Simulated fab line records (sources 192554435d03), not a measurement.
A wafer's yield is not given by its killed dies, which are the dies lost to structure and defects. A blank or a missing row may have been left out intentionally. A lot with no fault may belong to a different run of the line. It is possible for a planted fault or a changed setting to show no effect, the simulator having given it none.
Which tool is to blame? -- flow n5_finfet -- 24 lots with 72 wafers sampled at 2 steps, on a route of 1938 steps

WHAT THE GAUGES READ, wafer by wafer
N5_BEOL_M9_OVL_MEAS_12.
lot,measured,on,M9_OVL (nm)
L074,day 9 14:22,overlay-01,-0.3 -0.9 -0.3
L075,day 9 18:32,overlay-01,-0.6 -1.0 -1.6
L077,day 10 02:42,overlay-02,-0.1 -1.7 -0.4
L078,day 10 07:41,overlay-01,-1.6 1.0 0.0
L079,day 10 11:18,overlay-02,-0.8 0.0 -0.6
L080,day 10 20:45,overlay-01,1.3 -0.5 0.1
L081,day 11 08:19,overlay-01,-2.1 -1.4 -1.4
L082,day 11 11:49,overlay-02,-0.6 -0.1 -1.9
L083,day 12 10:14,overlay-01,0.1 0.3 -0.6
L084,day 12 18:27,overlay-01,-1.1 -0.1 0.2
L086,day 12 22:01,overlay-02,0.0 0.2 -0.3
L085,day 12 22:26,overlay-02,0.5 -0.6 -0.4
L087,day 13 05:37,overlay-01,-0.1 0.1 -0.5
L089,day 13 11:55,overlay-02,-0.2 0.4 0.4
L088,day 13 14:53,overlay-01,-0.1 -0.1 -0.6
L090,day 13 15:13,overlay-01,-0.5 -1.1 -0.3
L091,day 14 06:14,overlay-01,1.2 -0.7 0.8
L092,day 14 07:02,overlay-01,-0.3 -1.3 -0.1
L093,day 14 09:53,overlay-01,-0.8 -0.6 -0.4
L094,day 15 13:51,overlay-01,-0.5 -0.1 -0.4
L076,day 15 14:04,overlay-02,-1.1 -0.6 -1.2
L095,day 15 18:29,overlay-01,-0.4 -0.1 -0.2
L097,day 16 11:25,overlay-01,-0.8 0.1 0.2
L096,day 17 04:16,overlay-02,-0.9 -0.5 -0.3

N5_BEOL_M9_INSPECT_13: inspects for defects (brightfield).
lot,measured,on,raw_defect_count
L074,day 9 14:23,defect_inspect-01,396 522 411
L075,day 9 18:34,defect_inspect-01,611 322 380
L077,day 10 02:44,defect_inspect-01,207 257 253
L078,day 10 07:43,defect_inspect-01,389 437 463
L079,day 10 11:19,defect_inspect-01,509 475 396
L080,day 10 20:47,defect_inspect-02,382 354 335
L081,day 11 08:20,defect_inspect-01,455 310 370
L082,day 11 11:50,defect_inspect-02,323 307 358
L083,day 12 10:16,defect_inspect-01,309 344 366
L084,day 12 18:29,defect_inspect-01,316 346 351
L086,day 12 22:02,defect_inspect-02,308 273 277
L085,day 12 22:27,defect_inspect-02,266 318 357
L087,day 13 05:38,defect_inspect-01,413 399 381
L089,day 13 11:56,defect_inspect-02,377 409 485
L088,day 13 14:55,defect_inspect-02,390 362 220
L090,day 13 15:14,defect_inspect-01,377 428 429
L091,day 14 06:16,defect_inspect-01,332 544 385
L092,day 14 07:03,defect_inspect-01,393 363 551
L093,day 14 09:55,defect_inspect-01,277 245 415
L094,day 15 13:52,defect_inspect-01,522 457 420
L076,day 15 14:05,defect_inspect-02,354 385 448
L095,day 15 18:31,defect_inspect-01,339 634 377
L097,day 16 11:26,defect_inspect-02,407 438 392
L096,day 17 04:17,defect_inspect-02,353 351 296

WHICH TOOL RAN EACH LOT (tool, then ch and the chambers of the sampled wafers, then the start)
Record: no process step prior to these readings.

AS READ BY THE TOOLS THEMSELVES (means over the sampled wafers that have a number; for cases with no such wafer, the mark the record gives instead)
The record holds no such reading with a usual standard deviation.

THE ANSWER, worked out from the rows above alone
Rule: the lots themselves supply what counts as usual. Put in order of their means at a reading, lots are off if they are a third of the lots or fewer, leave a main group of 4 or more, and stand apart from it by a gap of 3 or more times the standard deviation of the main group's means; of several such gaps the widest counts. If all means in a main group match to the digits the tables above print for the reading, that group is not used. Also off: a lot with no number at a reading for which 4 or more lots have one. The other lots that the step has rows for count as sound. After the gauges, taken in route order, come the tools' own readings; for these a lot's mean is taken, as printed above. The first step at which some lot is off is used, and at that step the reading that is off furthest; a lot without a number counts as furthest.
Across all readings shown, no lot is off: no conclusion can be drawn from this.

WHAT THE SIMULATOR HAD PUT IN
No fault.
